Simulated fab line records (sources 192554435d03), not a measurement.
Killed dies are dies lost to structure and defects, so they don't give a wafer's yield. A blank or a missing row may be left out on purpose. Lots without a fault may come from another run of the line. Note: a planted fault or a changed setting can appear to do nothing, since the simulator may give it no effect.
Chamber matching -- flow n5 finfet -- N5_MOL_CONTACT_COAG_ETCH_67 on rie diel-02: 4 sister chambers
The step etches SOC in N2/H2, target depth 60 nm, overetch 21 nm, time 101.2 s. 16 wafers are shown with their chamber, then 8 later ones without.

## EACH WAFER AND ITS CHAMBER
wafer,chamber,showerhead plenum p Torr (Torr),drypump motor current A (A),throttle valve pct (%)
L078.2,3,2.47,6.0,17.72
L078.4,3,2.47,5.9,17.72
L078.6,1,2.66,5.4,17.78
L080.1,3,2.47,5.9,17.72
L080.3,1,2.66,5.4,17.77
L080.5,0,2.35,6.4,17.88
L081.1,0,2.34,6.3,17.89
L081.3,1,2.66,5.4,17.80
L081.6,1,2.66,5.4,17.81
L083.3,3,2.47,6.0,17.73
L083.4,1,2.66,5.4,17.80
L083.5,3,2.47,5.9,17.74
L085.2,3,2.47,6.0,17.75
L085.3,0,2.34,6.4,17.91
L085.5,0,2.34,6.3,17.91
L087.1,2,2.49,5.8,18.08

SIGNATURES, as means of the wafers listed above
reading,chamber 0,chamber 1,chamber 2,chamber 3,scatter within a chamber
showerhead plenum p Torr,2.3425,2.6600,2.4900,2.4700,0.0025
drypump motor current A,6.350,5.400,5.800,5.950,0.0456
throttle valve pct,17.8975,17.7920,18.0800,17.7300,0.0146
Rule: for each reading, subtract the chamber's mean from the wafer's reading, divide by that reading's scatter and square the result; add these up over the readings and take the root, which gives the wafer's distance from the chamber. The wafer belongs to the nearest chamber; if the next one is less than 2 further off, it can't be placed. How the scatter is found: for the shown wafers, subtract from each reading the mean of its chamber, square and add these, divide the total by (wafers less chambers), then take the root.

## WAFERS WHOSE CHAMBER IS MISSING
wafer,showerhead plenum p Torr (Torr),drypump motor current A (A),throttle valve pct (%)
L087.4,2.46,6.0,17.75
L087.5,2.34,6.3,17.92
L093.1,2.48,5.8,17.62
L093.4,2.46,5.9,17.78
L093.5,2.33,6.4,17.93
L095.1,2.33,6.3,17.94
L095.2,2.48,5.8,17.64
L095.4,2.45,6.0,17.79

## CHAMBER TAKEN BY EACH
wafer,from the rows above,in truth
L087.4,3,3
L087.5,0,0
L093.1,3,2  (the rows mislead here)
L093.4,3,3
L093.5,0,0
L095.1,0,0
L095.2,3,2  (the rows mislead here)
L095.4,3,3
6 of 8 placed correctly. Number that these rows cannot place: 0. Number placed wrongly: 2.
